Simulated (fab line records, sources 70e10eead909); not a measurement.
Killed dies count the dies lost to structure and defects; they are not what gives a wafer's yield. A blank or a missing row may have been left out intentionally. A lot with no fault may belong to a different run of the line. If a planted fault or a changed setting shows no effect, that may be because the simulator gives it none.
Struck lot and sound lot, side by side || flow nand harc || 41 steps out of a route of 1159
Sound: the wafers L701.1, L701.3, L701.4. Struck: wafers L703.2, L703.3, L703.6. At the end, the cause is stated.
Per side, at each step with rows, come the tool, then ch with its chambers, and then its first start. Under that, the readings that differ: sound wafers || struck wafers || difference of the means || sigmas: that difference in standard deviations of wafers without a fault.
alike: same words and numbers on both sides, and readings whose means sit less than 2 such deviations apart. not compared: any withheld reading, any reading some wafer has no value for, any bound like >300 that may hide the same value, and any number with overlapping values for which the record gives no deviation.
Wherever a step has rows on one side only, a row that says differs or no value, or a row with sigmas, the two part there. Non-overlapping numbers with no deviation appear without sigmas and do not part them. A reading that every wafer of one side lacks parts them only if that side has two wafers or more.

first, 3 steps without rows for these wafers: NHARC_THIN_TSV_HARDBAKE_13 (time 80 s); NHARC_THIN_TSV_DESCUM_14 (chemistry O2, time 3 s); NHARC_THIN_TSV_ETCH_44 (etches the open film in CF4/O2, target depth 1594.2 nm, time 797.1 s).
NHARC_THIN_TSV_ETCH_15: target depth 3000 nm, bosch target overetch cycles 2, bosch etch step 2.8 s.
  sound on rie si-03 ch 0,1,2, day 20 04:01; struck on rie si-02 ch 0,2, day 20 19:05
  alike: drypump motor current A
  not compared: rf hours counter h
NHARC_THIN_TSV_CD_MEAS_16:
  struck on cd sem-02, day 20 19:13; sound on cd sem-01, day 20 04:10
  alike: cd nm
then, 5 steps without rows for these wafers: NHARC_THIN_TSV_STRIP_45 (strips in O2); NHARC_THIN_TSV_STRIP_46 (strips in post etch residue remover, time 1200 s); NHARC_THIN_TSV_DEP_47 (deposits SiO2, target thk 200 nm); NHARC_THIN_TSV_ETCHBACK_48 (etches the open film in C4F8/Ar, target depth 1028.5 nm, time 405.17 s); NHARC_THIN_TSV_STRIP_62 (strips in N2/H2, time 20 s).
NHARC_THIN_TSV_DEGAS_49: time 120 s.
  struck on pvd sputter-03, day 20 21:02; sound on pvd sputter-02, day 20 06:41
  alike: heater power w
NHARC_THIN_TSV_PRE_CLEAN_50: time 30 s.
  sound on pvd sputter-02; struck on pvd sputter-03
  alike: heater power w
NHARC_THIN_TSV_PVD_19: deposits TaN, target thk 20 nm.
  struck on pvd sputter-03, day 20 21:11; sound on pvd sputter-02, day 20 06:50
  alike: throttle valve pct
NHARC_THIN_TSV_PVD_51: deposits Cu, target thk 100 nm.
  sound on pvd sputter-02; struck on pvd sputter-03
  alike: throttle valve pct
then, 16 steps without rows for these wafers: NHARC_THIN_TSV_ECD_20 (material Cu, target thk 2000 nm); NHARC_THIN_TSV_ANNEAL_52 (time 90 s); NHARC_THIN_TSV_CMP_21 (polishes, t overpolish 30 s, target thk 2000 nm); NHARC_THIN_TSV_SRD_23; NHARC_THIN_TSV_DEGAS_53 (time 60 s); NHARC_THIN_TSV_PRE_CLEAN_54 (time 30 s); NHARC_THIN_TSV_PVD_55 (deposits TiN, target thk 50 nm); NHARC_THIN_TSV_PVD_24 (deposits Al, target thk 800 nm); NHARC_THIN_TSV_DEHYDRATE_25 (time 120 s); NHARC_THIN_TSV_HMDS_26 (time 30 s); NHARC_THIN_TSV_COAT_27; NHARC_THIN_TSV_SOFTBAKE_28 (time 95 s); NHARC_THIN_TSV_EBR_29; NHARC_THIN_TSV_EXPOSE_30 (exposes mask PAD); NHARC_THIN_TSV_PEB_31 (peb time 85 s); NHARC_THIN_TSV_DEVELOP_32 (time 70 s).
NHARC_THIN_TSV_CD_MEAS_33 targets a cd of 5000 nm.
  sound on cd sem-03 ch 0, day 20 09:57; struck on cd sem-01 ch 0, day 21 00:10
  alike: cd nm
then, 1 step without rows for these wafers: NHARC_THIN_TSV_HARDBAKE_34 (time 80 s).
NHARC_THIN_TSV_DESCUM_35: chemistry O2, time 3 s.
  sound on rie diel-06 ch 0,1,2, day 20 10:06; struck on rie diel-09 ch 1,2, day 21 00:20
  alike: chamber pressure mTorr, drypump motor current A, oes product au, rf vpp V, showerhead plenum p Torr, throttle valve pct
  not compared: rf hours counter h
then, 4 steps without rows for these wafers: NHARC_THIN_TSV_ETCH_59 (etches the open film in Cl2/BCl3, target depth 880 nm, time 138.1 s); NHARC_THIN_TSV_ETCH_36 (etches the open film in Cl2/BCl3, target depth 65 nm, time 18.571 s); NHARC_THIN_TSV_STRIP_56 (strips in O2); NHARC_THIN_TSV_STRIP_57 (strips in post etch residue remover, time 1200 s).
NHARC_THIN_TSV_CD_MEAS_37:
  struck on cd sem-01, day 21 01:37; sound on cd sem-03, day 20 11:26
  alike: cd nm
then, 1 step without rows for these wafers: NHARC_THIN_TSV_ANNEAL_58 (time 1800 s).
NHARC_END_WLT_00:
  struck on prober-01, day 21 07:36; sound on prober-01, day 20 14:26
  alike: VT_DECK1_BOTTOM, VT_DECK1_BOTTOM_INNER, VT_DECK1_MEDIAN_NEAR_BOTTOM, VT_DECK1_MEDIAN_NEAR_BOTTOM_INNER, VT_DECK1_MIDDLE, VT_DECK1_MIDDLE_INNER, VT_DECK1_TOP, VT_DECK1_TOP_INNER
NHARC_END_SORT_01:
  at this point the record logs the struck wafers (prober-01 ch 0, day 21 10:52) and has no rows for the sound ones

WHERE THEY PART
NHARC_END_SORT_01 only, going by this record.

WHY: whatever the simulator had introduced
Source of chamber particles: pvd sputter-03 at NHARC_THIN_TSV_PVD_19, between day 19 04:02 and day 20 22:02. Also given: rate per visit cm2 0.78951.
